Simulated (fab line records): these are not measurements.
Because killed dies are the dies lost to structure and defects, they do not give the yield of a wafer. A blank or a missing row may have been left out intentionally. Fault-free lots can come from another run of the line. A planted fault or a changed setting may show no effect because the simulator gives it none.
A lot that was struck, set against a sound lot / flow n5 finfet / 39 out of 1938 route steps
Sound: the wafers L997.1, L997.3, L997.6. Struck: wafer L107.6 (left out: L107.4, L107.5 of the same lot, which were not struck); the cause appears at the end.
Order at every step that has rows: each side's tool, ch and its chambers, its first start. Under that, the readings that differ: sound wafers / struck wafers / difference of the means / sigmas: that difference in standard deviations of wafers without a fault.
alike: readings whose means differ by less than 2 such deviations, and words and numbers that are the same on both sides. not compared: withheld readings, readings that some wafer has no value for, bounds like >300 that may hide the same value, and numbers for which the record gives no deviation and whose values overlap.
The two part at a step that has a row with sigmas, a row that says differs or no value, or rows on one side only. Numbers that have no deviation but don't overlap get no sigmas and don't part them. A reading that every wafer of one side lacks parts them only if that side has two wafers or more.

first, 9 steps without rows for these wafers: N5_BEOL_M4_ANNEAL_95 (time 240 s); N5_BEOL_M4_SPUTTER_96 (material Cu, target thk 4.5 nm, time 8.29 s); N5_BEOL_M4_ECD_50 (material Cu, target thk 300 nm); N5_BEOL_M4_ANNEAL_51 (time 90 s); N5_BEOL_M4_CMP_52 (polishes, stops on SiOC, t overpolish 6.8 s, target thk 40 nm); N5_BEOL_M4_PRE_CLEAN_60 (time 15 s); N5_BEOL_M4_CO_CAP_55 (material Co, precursor CCTBA/H2, target thk 2 nm, time 102.1 s); N5_BEOL_M4_PRE_CLEAN_56 (time 15 s); N5_BEOL_M4_DEP_57 (deposits SiCN from 3MS/NH3, target thk 8 nm, time 14 s).
N5_BEOL_M4_RC_MEAS_101:
  sound on prober-02 ch 0, day 9 02:34; struck on prober-02 ch 0, day 11 18:48
reading=VT_N (mV); sound=255 254 254; struck=247; difference=-7; sigmas=-2
  alike: DIBL_N, DIBL_P, IOFF_N, IOFF_P, ION_N, ION_P, SS_N, SS_P, VT_P
then, 24 steps without rows for these wafers: N5_BEOL_M5_ILD_DEP_00 (deposits SiCOH lowk from DEMS/porogen, target thk 140.64 nm, time 25.9 s); N5_BEOL_M5_CURE_79 (cures SiCOH lowk, time 240 s); N5_BEOL_M5_PECVD_70 (deposits SiO2 from TEOS/O2, target thk 16 nm, time 18 s); N5_BEOL_M5_HM_DEP_02 (deposits TiN, target thk 20 nm); N5_BEOL_M5_COAT_59 (time 60 s, resist thk 60 nm); N5_BEOL_M5_COAT_60 (time 60 s, resist thk 12 nm); N5_BEOL_M5_COAT_71 (time 60 s, resist thk 5 nm); N5_BEOL_M5_COAT_05 (resist thk 30 nm); N5_BEOL_M5_EBR_07; N5_BEOL_M5_SOFTBAKE_06 (time 60 s); N5_BEOL_M5_EXPOSE_08 (exposes mask M5, target cd 28 nm); N5_BEOL_M5_PEB_09 (peb time 60 s); N5_BEOL_M5_DEVELOP_10 (develop time 30 s); N5_BEOL_M5_DESCUM_16 (chemistry O2, time 7 s); N5_BEOL_M5_ETCH_72 (etches underlayer in N2/H2, target depth 6.5 nm, time 5.2 s); N5_BEOL_M5_ETCH_61 (etches SiARC in CF4, target depth 15.6 nm, time 26 s); N5_BEOL_M5_ETCH_62 (etches SOC in N2/H2, target depth 75 nm, overetch 15 nm, time 112.5 s); N5_BEOL_M5_STRIP_63 (strips in N2/H2); N5_BEOL_M5_STRIP_73 (strips in N2/H2); N5_BEOL_M5_STRIP_64 (strips in CF4); N5_BEOL_M5_HM_OPEN_17 (chemistry Cl2/BCl3, target TiN, target depth 20 nm, overetch 6 nm); N5_BEOL_M5_STRIP_19 (strips in O2); N5_BEOL_M5_COAT_65 (time 60 s, resist thk 60 nm); N5_BEOL_M5_COAT_66 (time 60 s, resist thk 12 nm).
N5_BEOL_M9_HM_DEP_02: deposits TiN, target thk 20 nm.
  sound on pvd sputter-02, day 10 19:55; struck on pvd sputter-02, day 13 12:06
reading=model.TiN_of_BEOL_M9_HM_DEP_02.thk nm (nm); sound=20 20 20; struck=27.8; difference=+7.8; sigmas=
  alike: susceptor temp C, throttle valve pct
N5_BEOL_M9_HM_OPEN_17: chemistry Cl2/BCl3, target TiN, target depth 20 nm, overetch 6 nm.
  sound on rie metal-02 ch 0,1, day 10 20:41; struck on rie metal-02 ch 0, day 13 12:59
reading=oes product au (a.u.); sound=0.84 0.84 0.64; struck=0.92; difference=+0.15; sigmas=+2
reading=model.etch.depth nm (nm); sound=20.07 20.01 19.93; struck=26.29; difference=+6.29; sigmas=
  alike: drypump motor current A, oes_ar_750_au, throttle valve pct
  not compared: rf hours counter h
N5_BEOL_M9_TRENCH_ETCH_37: etches SiCOH lowk in C4F6/O2, target depth 151.43 nm, time 49 s.
  sound on rie diel-05 ch 0,1,3; struck on rie diel-04 ch 0
reading=O2_flow_sccm (sccm); sound=9.942 9.928 10.000; struck=10.038; difference=+0.081; sigmas=+3
reading=drypump motor current A (A); sound=5.1 5.5 5.8; struck=6.3; difference=+0.8; sigmas=+2
reading=model.TiN_of_BEOL_M9_HM_DEP_02.thk nm (nm); sound=16 16 15.8; struck=23.6; difference=+7.7; sigmas=
  alike: oes_ar_750_au, oes product au, rf vpp V, showerhead plenum p Torr, throttle valve pct
  not compared: rf hours counter h
N5_BEOL_M9_OCD_MEAS_38:
  sound on ocd-01, day 10 23:30; struck on ocd-02, day 13 14:55
reading=trench depth nm (nm); sound=148.8 146.7 148.6; struck=127.6; difference=-20.4; sigmas=-8
-- here the record skips 3 days between the struck wafers' starts before and after, leaving off in module BEOL_M9 and picking up in module PASSIVATION (first step shown: number 1936 of the route) --
N5_PASSIVATION_PROBE_49:
  sound on prober-01, day 13 14:52; struck on prober-01, day 16 05:34
reading=defect limited yield (%); sound=89.9 91.2 90.8; struck=76.6; difference=-14.0; sigmas=-11
reading=killed_at_M4_up; sound=11 10 14; struck=199; difference=+187; sigmas=+41
reading=killed at other; sound=13 4 5; struck=1; difference=-6; sigmas=-2
reading=killed dies; sound=119 104 109; struck=276; difference=+165; sigmas=+11
reading=killed on rim; sound=17 14 16; struck=75; difference=+59; sigmas=+15
reading=sort_bin_5_function (%); sound=6.4 5.2 5.3; struck=20.3; difference=+14.7; sigmas=+16
reading=sort n pass; sound=1061 1076 1071; struck=904; difference=-165; sigmas=-11
reading=sort yield pct (%); sound=89.9 91.2 90.8; struck=76.6; difference=-14.0; sigmas=-11
  alike: killed_at_M0_to_M3, killed at contacts, killed at front end, killed open, killed short, sort_bin_6_memory, sort_bin_8_speed

== WHERE THEY PART ==
Last at N5_PASSIVATION_PROBE_49 as far as this record goes, first at N5_BEOL_M4_RC_MEAS_101.

WHY: the cause the simulator had injected
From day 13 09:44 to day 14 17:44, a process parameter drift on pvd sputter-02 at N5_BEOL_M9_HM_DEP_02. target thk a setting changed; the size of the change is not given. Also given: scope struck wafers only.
